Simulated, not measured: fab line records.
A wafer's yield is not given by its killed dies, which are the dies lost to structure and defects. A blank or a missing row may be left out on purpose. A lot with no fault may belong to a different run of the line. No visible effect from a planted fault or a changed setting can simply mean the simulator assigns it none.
A struck lot beside a sound one :: flow nand harc :: 13 out of 1302 route steps
Sound: these wafers, L871.1, L871.5, L871.6. Wafers struck: L889.1, L889.4, L889.6. The cause is given at the end.
Order at every step that has rows: each side's tool, ch and its chambers, its first start. Under that, the readings that differ: sound wafers :: struck wafers :: difference of the means :: sigmas: that difference in standard deviations of wafers without a fault.
alike: a reading whose means differ by less than 2 such deviations, as well as words and numbers matching on both sides. not compared: withheld readings; readings where some wafer has no value; bounds like >300 that might hide an equal value; numbers whose values overlap and for which the record gives no deviation.
A row with sigmas, a row that says differs or no value, or rows on one side alone: a step with any of these is where the two part. When numbers do not overlap yet have no deviation, they are printed without sigmas and do not part them. Lack of a reading on every wafer of one side parts them only where that side has two or more wafers.

NHARC_P_CONTACT_CD_MEAS_19:
  sound on cd sem-03 at day 6 09:48; struck on cd sem-03 at day 13 15:51
  alike: cd nm
NHARC_P_CONTACT_STRIP_28: strips in O2.
  sound on rie diel-05 ch 0,3, day 6 09:52; struck on rie diel-05 ch 1,2,3, day 13 15:58
  alike: drypump motor current A, o2 flow sccm, oes product au, rf vpp V, showerhead plenum p Torr, throttle valve pct
  not compared: rf hours counter h
then, 1 step without rows for these wafers: NHARC_P_CONTACT_STRIP_29 (strips in post etch residue remover, time 1200 s).
NHARC_P_CONTACT_DEGAS_38: time 60 s.
  sound on pvd sputter-02 at day 6 10:31; struck on pvd sputter-02 at day 13 16:34
  alike: heater power w
then, 1 step without rows for these wafers: NHARC_P_CONTACT_PRE_CLEAN_39 (time 19.5 s).
NHARC_P_CONTACT_PVD_32: deposits Ti, target thk 5 nm, time 17.7 s.
  sound on pvd sputter-02; struck on pvd sputter-02
  alike: throttle valve pct
NHARC_P_CONTACT_ALD_22: deposits TiN, target thk 3 nm, pulse time 1 s, ald cycles 150.
  sound on ald metal-04 ch 2,3, day 6 10:45; struck on ald metal-02 ch 0,1,3, day 13 16:50
  alike: heater power w, precursor pulse height rel
  not compared: since wet clean h
then, 1 step without rows for these wafers: NHARC_P_CONTACT_CVD_23 (deposits W, target thk 200 nm, time 557 s).
NHARC_P_CONTACT_CMP_24: polishes, t overpolish 30 s, target thk 200 nm.
  sound on cmp-01 ch 0,1,3, day 6 11:41; struck on cmp-03 ch 0,1,3, day 13 17:41
  alike: motor current A, overpolish run s, time to endpoint s
after that, 1 step had no rows for these wafers: NHARC_P_CONTACT_SRD_26.
NHARC_P_CONTACT_INSPECT_27:
  sound on defect inspect-02 at day 6 12:00; struck on defect inspect-01 at day 13 18:04
  alike: raw defect count
NHARC_P_M0_DEP_00: deposits SiOC, target thk 150 nm.
  sound on pecvd-03 ch 0,2, day 6 12:04; struck on pecvd-03 ch 1,2, day 13 18:08
  no value came back on the struck wafers for chamber pressure Torr (Torr), rf fwd power W (W); on the sound wafers chamber pressure Torr (Torr) reads 4.995 4.999 4.986
  not compared: since wet clean h
then, 1 step without rows for these wafers: NHARC_P_M0_DEHYDRATE_01 (time 120 s).

## WHERE THEY PART
Only at NHARC_P_M0_DEP_00, as far as this record shows.

WHY: what the simulator had put in
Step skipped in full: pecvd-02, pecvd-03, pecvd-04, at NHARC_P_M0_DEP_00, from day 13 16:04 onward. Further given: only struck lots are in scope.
